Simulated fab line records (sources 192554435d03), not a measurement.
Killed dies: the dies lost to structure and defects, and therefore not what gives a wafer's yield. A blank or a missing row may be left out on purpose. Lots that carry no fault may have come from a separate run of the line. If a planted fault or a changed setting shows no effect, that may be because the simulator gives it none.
Struck lot and sound lot, side by side ; flow n5_finfet ; 21 steps out of a route of 1938
Sound: these wafers, L983.1, L983.2, L983.3. Struck: wafer L984.3. (L984.1, L984.5 of the same lot were not struck and are left out.) The cause comes at the end.
For every step that has rows: the tool of each side, followed by ch and its chambers, followed by its first start. Under that, the readings that differ: sound wafers ; struck wafers ; difference of the means ; sigmas: that difference in standard deviations of wafers without a fault.
alike: readings with means less than 2 such deviations apart, plus words and numbers identical on both sides. not compared: withheld readings, readings lacking a value on some wafer, bounds such as >300 that could conceal the same value, and numbers that have no deviation in the record and whose values overlap.
Wherever a step has rows on one side only, a row that says differs or no value, or a row with sigmas, the two part there. Numbers that don't overlap but have no deviation are shown without sigmas and don't part them. A reading missing from all wafers of one side parts the sides only when that side holds two or more wafers.

N5_PASSIVATION_PECVD_00: deposits SiO2 from SiH4/N2O, target thk 200 nm, time 11.2 s.
  sound on pecvd-02 ch 0,1,2, day 14 22:33; struck on pecvd-04 ch 1, day 15 13:45
reading;sound;struck;difference;sigmas
heater_power_w (W);631 638 514;746;+152;+2
showerhead_plenum_p_Torr (Torr);8.14 8.09 8.25;8.32;+0.16;+2
  alike: heater_power_outer_w, rf_fwd_power_W, susceptor_temp_C, throttle_valve_pct
N5_MIM_BOT_DEGAS_01: time 60 s.
  sound: pvd_sputter-01 at day 14 23:51; struck: pvd_sputter-02 at day 15 18:40
  alike: heater_power_w, susceptor_temp_C
then, 1 step without rows for these wafers: N5_MIM_BOT_SPUTTER_00 (material TiN, target thk 35 nm, time 89.7 s).
N5_MIM_TOP_ALD_00: deposits Al2O3, purge time 3 s, co reactant pulse time 3 s.
  sound on ald_hk-01 ch 0,1,2, day 14 23:59; struck on ald_hk-02 ch 1, day 15 18:49
  alike: precursor_pulse_height_rel
N5_MIM_TOP_ALD_01: deposits HfO2, target thk 5.6 nm, pulse time 1 s, purge time 3 s.
  sound on ald_hk-01 ch 0,1,2; struck on ald_hk-02 ch 1
  alike: precursor_pulse_height_rel
N5_MIM_TOP_ALD_02: deposits Al2O3, purge time 3 s, co reactant pulse time 3 s.
  sound on ald_hk-01 ch 0,1,2; struck on ald_hk-02 ch 1
reading;sound;struck;difference;sigmas
precursor_pulse_height_rel;1.016 0.978 1.002;0.947;-0.052;-3
then, 6 steps without rows for these wafers: N5_MIM_TOP_DEGAS_04 (time 60 s); N5_MIM_TOP_SPUTTER_03 (material TiN, target thk 35 nm, time 89.7 s); N5_MIM_TOP_LITHO_HMDS_01 (time 60 s); N5_MIM_TOP_LITHO_COAT_02; N5_MIM_TOP_LITHO_EBR_04; N5_MIM_TOP_LITHO_SOFTBAKE_03 (time 90 s).
N5_MIM_TOP_LITHO_EXPOSE_05: exposes mask MIM TOP, target cd 2000 nm.
  sound on krf_scanner-02 ch 0, day 15 01:31; struck on krf_scanner-02 ch 0, day 15 20:13
  alike: mask
then, 3 steps without rows for these wafers: N5_MIM_TOP_LITHO_PEB_06; N5_MIM_TOP_LITHO_DEVELOP_07 (develop time 60 s); N5_MIM_TOP_LITHO_HARDBAKE_09 (time 120 s).
N5_MIM_TOP_LITHO_CD_MEAS_08: target cd 2000 nm.
  sound on cd_sem-02 ch 0, day 15 01:42; struck on cd_sem-02 ch 0, day 15 20:23
reading;sound;struck;difference;sigmas
cd_nm (nm);1999.3 2000.2 1997.5;1971.1;-27.9;-14
N5_MIM_TOP_LITHO_OVL_MEAS_11:
  sound on overlay-02 ch 0, day 15 01:44; struck on overlay-01 ch 0, day 15 20:25
  alike: MIM_TOP_OVL
N5_MIM_TOP_LITHO_INSPECT_12: inspects for defects (macro).
  sound: defect_inspect-01 at day 15 01:45; struck: defect_inspect-01 at day 15 20:26
  alike: raw_defect_count
N5_MIM_TOP_LITHO_DESCUM_10: chemistry O2, time 7.9 s.
  sound on rie_diel-06 ch 0,2,3, day 15 01:47; struck on rie_diel-06 ch 0, day 15 20:28
reading;sound;struck;difference;sigmas
rf_hours_counter_h (h);112 49 216;222;+96;
model.MIM_TOP_LITHO.cd_nm (nm);1999 2000 1998;1972;-27;
  alike: chamber_pressure_mTorr, drypump_motor_current_A, oes_product_au, rf_fwd_power_W, rf_vpp_V, showerhead_plenum_p_Torr, throttle_valve_pct
then, 1 step without rows for these wafers: N5_MIM_TOP_ETCH_ETCH_00 (etches TiN in Cl2/BCl3, target depth 38.5 nm).

== WHERE THEY PART ==
Earliest at N5_PASSIVATION_PECVD_00; latest, in this record, at N5_MIM_TOP_LITHO_CD_MEAS_08. Later steps at which nothing parts them and some readings are alike: N5_MIM_TOP_LITHO_OVL_MEAS_11, N5_MIM_TOP_LITHO_INSPECT_12, N5_MIM_TOP_LITHO_DESCUM_10.

WHY: what the simulator had put in
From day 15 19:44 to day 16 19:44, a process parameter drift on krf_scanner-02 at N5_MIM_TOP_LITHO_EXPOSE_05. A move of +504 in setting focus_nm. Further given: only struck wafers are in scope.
